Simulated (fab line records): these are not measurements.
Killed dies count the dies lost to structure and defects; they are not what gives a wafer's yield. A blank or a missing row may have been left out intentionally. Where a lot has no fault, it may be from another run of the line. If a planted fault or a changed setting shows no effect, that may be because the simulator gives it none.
Split-lot experiment :: flow n5 finfet :: 7 lots, 21 wafers read, on a route of 1938 steps

== THE SPLIT ==
At N5_BEOL_M6_ETCH_66 (etches SOC in N2/H2, target depth 80 nm, overetch 16 nm, time 120 s), the setting bias w was moved away from the recipe's 150 W on 6 of the 21 wafers read, by -10.3% to +12.1%. This setting was run at the recipe's value on the other wafers.

The reading is taken at the split's own step.

== THE READING ==
rf vpp V, in V, at N5_BEOL_M6_ETCH_66 (etches SOC in N2/H2, target depth 80 nm, overetch 16 nm, time 120 s). Fault-free wafers of this fab line usually give 524.8 V, standard deviation 2.6 V.

wafer: L077.3
tool, chamber at the split: rie diel-05, 0
bias w as run, W: 150
against the recipe: recipe
rf vpp V, V: 528.4
against lot-mates on the recipe: -

wafer: L077.4
tool, chamber at the split: rie diel-05, 2
bias w as run, W: 150
against the recipe: recipe
rf vpp V, V: 525.0
against lot-mates on the recipe: -

wafer: L077.5
tool, chamber at the split: rie diel-05, 3
bias w as run, W: 150
against the recipe: recipe
rf vpp V, V: 522.4
against lot-mates on the recipe: -

wafer: L079.1
tool, chamber at the split: rie diel-05, 2
bias w as run, W: 150
against the recipe: recipe
rf vpp V, V: 523.8
against lot-mates on the recipe: -

wafer: L079.3
tool, chamber at the split: rie diel-05, 0
bias w as run, W: 134.5
against the recipe: -10.3%
rf vpp V, V: 491.6
against lot-mates on the recipe: -32.2

wafer: L079.5
tool, chamber at the split: rie diel-05, 2
bias w as run, W: 134.5
against the recipe: -10.3%
rf vpp V, V: 490.6
against lot-mates on the recipe: -33.2

wafer: L080.2
tool, chamber at the split: rie diel-05, 0
bias w as run, W: 150
against the recipe: recipe
rf vpp V, V: 528.6
against lot-mates on the recipe: -

wafer: L080.5
tool, chamber at the split: rie diel-05, 2
bias w as run, W: 150
against the recipe: recipe
rf vpp V, V: 524.8
against lot-mates on the recipe: -

wafer: L080.6
tool, chamber at the split: rie diel-05, 1
bias w as run, W: 150
against the recipe: recipe
rf vpp V, V: 526.3
against lot-mates on the recipe: -

wafer: L085.1
tool, chamber at the split: rie diel-04, 3
bias w as run, W: 150
against the recipe: recipe
rf vpp V, V: 526.0
against lot-mates on the recipe: -

wafer: L085.5
tool, chamber at the split: rie diel-04, 2
bias w as run, W: 157.9
against the recipe: +5.3%
rf vpp V, V: 541.7
against lot-mates on the recipe: +15.8

wafer: L085.6
tool, chamber at the split: rie diel-04, 3
bias w as run, W: 150
against the recipe: recipe
rf vpp V, V: 525.8
against lot-mates on the recipe: -

wafer: L088.2
tool, chamber at the split: rie diel-06, 2
bias w as run, W: 168.2
against the recipe: +12.1%
rf vpp V, V: 558.7
against lot-mates on the recipe: +29.2

wafer: L088.3
tool, chamber at the split: rie diel-06, 3
bias w as run, W: 150
against the recipe: recipe
rf vpp V, V: 529.5
against lot-mates on the recipe: -

wafer: L088.6
tool, chamber at the split: rie diel-06, 2
bias w as run, W: 168.2
against the recipe: +12.1%
rf vpp V, V: 558.5
against lot-mates on the recipe: +29.0

wafer: L092.1
tool, chamber at the split: rie diel-05, 2
bias w as run, W: 150
against the recipe: recipe
rf vpp V, V: 525.3
against lot-mates on the recipe: -

wafer: L092.2
tool, chamber at the split: rie diel-05, 0
bias w as run, W: 139.5
against the recipe: -7.0%
rf vpp V, V: 502.5
against lot-mates on the recipe: -20.2

wafer: L092.3
tool, chamber at the split: rie diel-05, 3
bias w as run, W: 150
against the recipe: recipe
rf vpp V, V: 520.1
against lot-mates on the recipe: -

wafer: L095.1
tool, chamber at the split: rie diel-06, 3
bias w as run, W: 150
against the recipe: recipe
rf vpp V, V: 528.5
against lot-mates on the recipe: -

wafer: L095.3
tool, chamber at the split: rie diel-06, 0
bias w as run, W: 150
against the recipe: recipe
rf vpp V, V: 523.5
against lot-mates on the recipe: -

wafer: L095.6
tool, chamber at the split: rie diel-06, 1
bias w as run, W: 150
against the recipe: recipe
rf vpp V, V: 527.3
against lot-mates on the recipe: -

FIT RESULTS
A straight line over all 21 wafers: rf vpp V changes by +3.01 V for each +1% of bias w; r = +0.99; the points scatter about the line by 2.7 V.
The same after taking each lot's own level away (the mean of its wafers on the recipe; 21 wafers): +2.75 V for each +1%; r = +0.99; scatter 2.5 V.
Per that fit: largest bias w move, reading shift of 33 V.
From 522.70 to 529.50 V: that is the span of the lots' own levels, equal to 2.6 times the standard deviation above.
The two slopes agree, so the slope changes little with the lot-to-lot level.
Check: with one of the wafers moved furthest among these (+12.1%) left out of the fit, the line predicts +34 V for it against its lot-mates. It came out at +29.2 V against them.
Tool readings at the split's step, against how far the setting was moved: rf vpp V r = +0.99.

== OTHER SPLITS APPLIED TO THESE WAFERS ==
Other splits were also applied to these wafers ahead of the reading. Each is held against what the fit with the lots' levels taken away leaves over:
other split on the same wafers: N5_BEOL_M5_ETCH_41 source w
wafers away from the commonest value: 7
r with rf vpp V (lot level and that fit taken away): -0.25

other split on the same wafers: N5_BEOL_M6_EXPOSE_25 dose mj
wafers away from the commonest value: 4
r with rf vpp V (lot level and that fit taken away): +0.25

== THE WHOLE CHAIN: every reading that the file lists as answering this split, in the file's order ==
step: N5_BEOL_M6_ETCH_66
what it does: etches SOC in N2/H2, target depth 80 nm, overetch 16 nm, time 120 s
reading: rf vpp V
change (the file's fit): +2.77 V for each +1% of the setting
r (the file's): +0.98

step: N5_BEOL_M6_ETCH_66
what it does: etches SOC in N2/H2, target depth 80 nm, overetch 16 nm, time 120 s
reading: SiARC_of_BEOL_M6_COAT_64.thk nm (the simulator's own value, which no gauge read)
change (the file's fit): -0.0624 nm for each +1% of the setting
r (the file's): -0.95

== FILE'S OWN FIT ==
rf vpp V changes by +2.77 V for each +1% of bias w, r = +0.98.
